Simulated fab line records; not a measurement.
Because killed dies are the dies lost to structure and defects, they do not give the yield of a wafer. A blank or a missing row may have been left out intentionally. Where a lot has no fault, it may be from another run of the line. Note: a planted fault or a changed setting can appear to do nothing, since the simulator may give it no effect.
The tool behind it: which one? | flow n5 finfet | Sampling: 9 lots, 27 wafers, 5 of 1938 route steps

WHAT THE GAUGES READ, wafer by wafer
N5_BEOL_M0_SAQP_INSPECT_16: inspects for defects (brightfield). Usual: 481 for raw defect count, sd 130.
lot  | measured     | on                | raw defect count | flag
L554 | day 5 13:43  | defect inspect-01 | 373 272 318      |
L557 | day 6 07:04  | defect inspect-01 | 358 329 391      |
L558 | day 6 12:59  | defect inspect-02 | 603 570 668      |
L560 | day 7 07:58  | defect inspect-01 | 386 595 386      |
L564 | day 8 00:29  | defect inspect-02 | 521 555 531      |
L566 | day 8 11:55  | defect inspect-01 | 367 406 403      |
L572 | day 9 19:32  | defect inspect-01 | 378 449 380      |
L573 | day 10 03:44 | defect inspect-01 | 510 603 500      |
L576 | day 10 23:58 | defect inspect-02 | 604 714 475      |

N5_BEOL_M0_SAQP_CD_MEAS_25: target cd 13.1 nm. Usual: 12.75 nm for cd nm, sd 0.26.
lot  | measured     | on        | cd nm (nm)        | flag
L554 | day 5 15:43  | cd sem-01 | 12.60 12.95 13.27 |
L557 | day 6 08:40  | cd sem-01 | 12.88 12.98 12.57 |
L558 | day 6 14:34  | cd sem-01 | 12.53 12.94 12.55 |
L560 | day 7 09:57  | cd sem-01 | 13.18 12.82 12.39 |
L564 | day 8 02:31  | cd sem-02 | 13.12 13.18 12.76 |
L566 | day 8 16:23  | cd sem-03 | 12.52 12.24 12.68 |
L572 | day 9 21:08  | cd sem-01 | 12.55 12.60 12.93 |
L573 | day 10 05:23 | cd sem-02 | 12.42 12.99 12.53 |
L576 | day 11 02:43 | cd sem-02 | 13.34 12.39 12.67 |

N5_BEOL_M4_RC_MEAS_101. Usual: DIBL_N 36.0 mV/V, standard deviation 2.2; DIBL_P 35.9 mV/V, standard deviation 2.6; IOFF_N 0.16 nA/um, standard deviation 0.038; IOFF_P 0.21 nA/um, standard deviation 0.042; ION_N 675 uA/um, standard deviation 15; ION_P 463 uA/um, standard deviation 10; SS_N 71.5 mV/dec, standard deviation 0.62; SS_P 73.2 mV/dec, standard deviation 0.76; VT_N 250 mV, standard deviation 4.1; VT_P -251 mV, standard deviation 3.6.
lot  | measured     | on        | DIBL_N (mV/V)  | DIBL_P (mV/V)  | IOFF_N (nA/um) | IOFF_P (nA/um) | ION_N (uA/um) | ION_P (uA/um) | SS_N (mV/dec)  | SS_P (mV/dec)  | VT_N (mV)   | VT_P (mV)      | flag
L554 | day 7 20:41  | prober-01 | 35.0 32.8 33.8 | 34.6 32.3 32.1 | 0.13 0.11 0.12 | 0.20 0.17 0.16 | 672 658 665   | 464 457 461   | 71.2 70.6 71.6 | 72.7 72.4 72.1 | 250 256 254 | -250 -251 -251 |
L557 | day 9 02:25  | prober-02 | 33.3 36.6 34.8 | 33.6 37.5 34.4 | 0.12 0.17 0.14 | 0.15 0.20 0.15 | 657 680 656   | 446 458 444   | 70.9 72.6 71.8 | 73.0 73.8 73.3 | 253 247 251 | -255 -251 -255 |
L558 | day 9 00:44  | prober-01 | 32.4 32.1 34.7 | 31.1 31.3 33.8 | 0.10 0.10 0.13 | 0.14 0.14 0.18 | 662 648 674   | 457 454 465   | 71.0 70.5 71.4 | 72.7 72.4 74.1 | 259 260 255 | -258 -257 -251 |
L560 | day 9 19:13  | prober-01 | 43.9 41.1 37.2 | 43.5 40.2 35.3 | 0.29 0.22 0.14 | 0.34 0.26 0.19 | 693 687 684   | 471 469 467   | 72.5 72.6 71.3 | 75.3 74.2 73.0 | 245 243 252 | -245 -247 -255 |
L564 | day 10 11:47 | prober-01 | 32.1 37.1 35.9 | 32.0 37.1 37.0 | 0.11 0.16 0.15 | 0.13 0.19 0.20 | 679 687 676   | 457 463 453   | 70.8 72.5 71.3 | 71.7 72.6 72.6 | 251 250 247 | -258 -254 -252 |
L566 | day 11 07:26 | prober-01 | 35.2 34.9 35.5 | 36.6 34.8 36.6 | 0.15 0.14 0.15 | 0.20 0.18 0.20 | 673 681 666   | 460 466 456   | 71.2 71.4 71.6 | 72.6 72.5 73.4 | 249 250 246 | -249 -250 -254 |
L572 | day 12 00:15 | prober-02 | 38.2 38.3 37.3 | 34.2 37.3 36.2 | 0.15 0.17 0.16 | 0.19 0.23 0.22 | 658 691 687   | 452 473 474   | 71.8 71.6 71.0 | 73.3 73.5 73.4 | 253 245 248 | -253 -251 -249 |
L573 | day 12 17:16 | prober-02 | 38.6 39.9 38.5 | 39.0 42.4 39.0 | 0.18 0.22 0.20 | 0.23 0.29 0.25 | 675 696 689   | 464 482 472   | 71.9 72.1 71.6 | 73.4 73.9 73.0 | 249 245 246 | -250 -248 -250 |
L576 | day 13 18:15 | prober-01 | 37.4 33.0 37.6 | 40.0 33.5 40.5 | 0.21 0.14 0.22 | 0.26 0.17 0.25 | 678 679 692   | 458 467 470   | 71.8 71.5 72.9 | 74.5 72.5 74.6 | 242 249 244 | -250 -254 -249 |

EACH LOT AND THE TOOL THAT RAN IT (in order: tool; ch and the chambers of the sampled wafers; start)
lot  | N5_BEOL_M0_SAQP_ETCH_84            | N5_BEOL_M0_SAQP_MANDREL_ETCH_20
L554 | rie diel-05 ch 1,2,3, day 5 14:02  | rie si-02 ch 1,2,3, day 5 14:14
L557 | rie diel-03 ch 0,3, day 6 07:11    | rie si-01 ch 0,1,3, day 6 07:22
L558 | rie diel-02 ch 0,1,2, day 6 13:06  | rie si-02 ch 0,1,3, day 6 13:17
L560 | rie diel-02 ch 0,1, day 7 08:04    | rie si-02 ch 2,3, day 7 08:16
L564 | rie diel-02 ch 0,2, day 8 00:53    | rie si-05 ch 1,3, day 8 01:05
L566 | rie diel-03 ch 1,2, day 8 12:02    | rie si-05 ch 0,1,3, day 8 12:13
L572 | rie diel-05 ch 1,2,3, day 9 19:40  | rie si-01 ch 0,3, day 9 19:51
L573 | rie diel-02 ch 1,2,3, day 10 03:52 | rie si-01 ch 0,1,2, day 10 04:03
L576 | rie diel-03 ch 0,1,3, day 11 00:05 | rie si-02 ch 0,2,3, day 11 00:17
- N5_BEOL_M0_SAQP_ETCH_84: etches SOC in N2/H2, target depth 100 nm, overetch 20 nm, time 150 s.
- N5_BEOL_M0_SAQP_MANDREL_ETCH_20: etches a-Si in HBr/Cl2, stops on SiNx, target depth 60 nm, bt time 10 s, time 30 s.

WHAT THE TOOLS THEMSELVES READ (means of the sampled wafers that have a number; where no wafer has one, the mark that the record gives instead)
N5_BEOL_M0_SAQP_ETCH_84. Usual: drypump motor current A 5.8 A, standard deviation 0.46; oes product au 0.71 a.u., standard deviation 0.055; rf vpp V 523.7 V, standard deviation 1.9; showerhead plenum p Torr 2.54 Torr, standard deviation 0.053; temp c 39.99 C, standard deviation 0.12; throttle valve pct 17.77 %, standard deviation 0.26.
lot  | tool        | drypump motor current A (A) | oes product au (a.u.) | rf vpp V (V) | showerhead plenum p Torr (Torr) | temp c (C) | throttle valve pct (%) | flag
L554 | rie diel-05 | 6.0                         | 0.72                  | 525.3        | 2.56                            | 39.97      | 17.68                  |
L557 | rie diel-03 | 5.8                         | 0.75                  | 522.2        | 2.51                            | 40.06      | 17.73                  |
L558 | rie diel-02 | 5.8                         | 0.73                  | 522.3        | 2.50                            | 39.94      | 17.68                  |
L560 | rie diel-02 | 5.5                         | 0.77                  | 522.3        | 2.49                            | 40.11      | 17.56                  |
L564 | rie diel-02 | 6.1                         | 0.70                  | 522.5        | 2.52                            | 39.98      | 17.72                  |
L566 | rie diel-03 | 5.5                         | 0.69                  | 525.7        | 2.60                            | 40.04      | 17.78                  |
L572 | rie diel-05 | 6.0                         | 0.70                  | 524.4        | 2.54                            | 39.99      | 17.74                  |
L573 | rie diel-02 | 5.9                         | 0.67                  | 523.0        | 2.51                            | 39.98      | 17.97                  |
L576 | rie diel-03 | 5.6                         | 0.74                  | 523.2        | 2.54                            | 39.86      | 17.73                  |

N5_BEOL_M0_SAQP_MANDREL_ETCH_20. Usual: HBr_flow_sccm 149.9 sccm, standard deviation 0.43; drypump motor current A 5.6 A, standard deviation 0.45; oes product au 0.775 a.u., standard deviation 0.013; throttle valve pct 35.2 %, standard deviation 0.34.
lot  | tool      | HBr_flow_sccm (sccm) | drypump motor current A (A) | oes product au (a.u.) | throttle valve pct (%) | flag
L554 | rie si-02 | 149.9                | 5.4                         | 0.781                 | 34.9                   |
L557 | rie si-01 | 149.8                | 6.1                         | 0.782                 | 35.1                   |
L558 | rie si-02 | 150.1                | 5.2                         | 0.784                 | 35.1                   |
L560 | rie si-02 | 149.8                | 5.4                         | 0.786                 | 34.8                   |
L564 | rie si-05 | 150.0                | 5.6                         | 0.764                 | 35.1                   |
L566 | rie si-05 | 150.0                | 5.6                         | 0.736                 | 35.3                   | OFF
L572 | rie si-01 | 150.1                | 6.1                         | 0.773                 | 35.3                   |
L573 | rie si-01 | 149.9                | 5.7                         | 0.778                 | 35.1                   |
L576 | rie si-02 | 149.9                | 5.4                         | 0.778                 | 35.1                   |

THE ANSWER, worked out from the rows above alone
Rule: take the mean of a lot's wafers that have a number; if it is more than 3 standard deviations from the usual mean, the lot is off. Also off: a lot with no number at a reading for which 4 or more lots have one. Where the step has rows for the other lots, those lots are counted as sound. Order of review: gauges by route order, followed by the tools' own readings, for which a lot's mean as printed above is used. The first step at which some lot is off is used, and at that step the reading that is off furthest; a lot without a number counts as furthest.
Off: L566, at N5_BEOL_M0_SAQP_MANDREL_ETCH_20 (oes product au).
If a tool, at that step or one of the process steps before it, ran each lot that is off and ran no sound lot following the first of them, it fits. One fits: rie si-05 at N5_BEOL_M0_SAQP_MANDREL_ETCH_20. A fault onset in the window from L564 (day 8 01:05, its last sound lot) to L566 (day 8 12:13, its first lot off) fits.
On the lots that are off, the tool's own readings at N5_BEOL_M0_SAQP_MANDREL_ETCH_20 differ by more than 5 times the standard deviation of the sound lots' means, which bears it out; oes product au reads 0.736 a.u. there versus 0.778 a.u. on the sound lots.

WHAT THE SIMULATOR HAD INSERTED
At N5_BEOL_M0_SAQP_MANDREL_ETCH_20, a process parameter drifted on rie si-05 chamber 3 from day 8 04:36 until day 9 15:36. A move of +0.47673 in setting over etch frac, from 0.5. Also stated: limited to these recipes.
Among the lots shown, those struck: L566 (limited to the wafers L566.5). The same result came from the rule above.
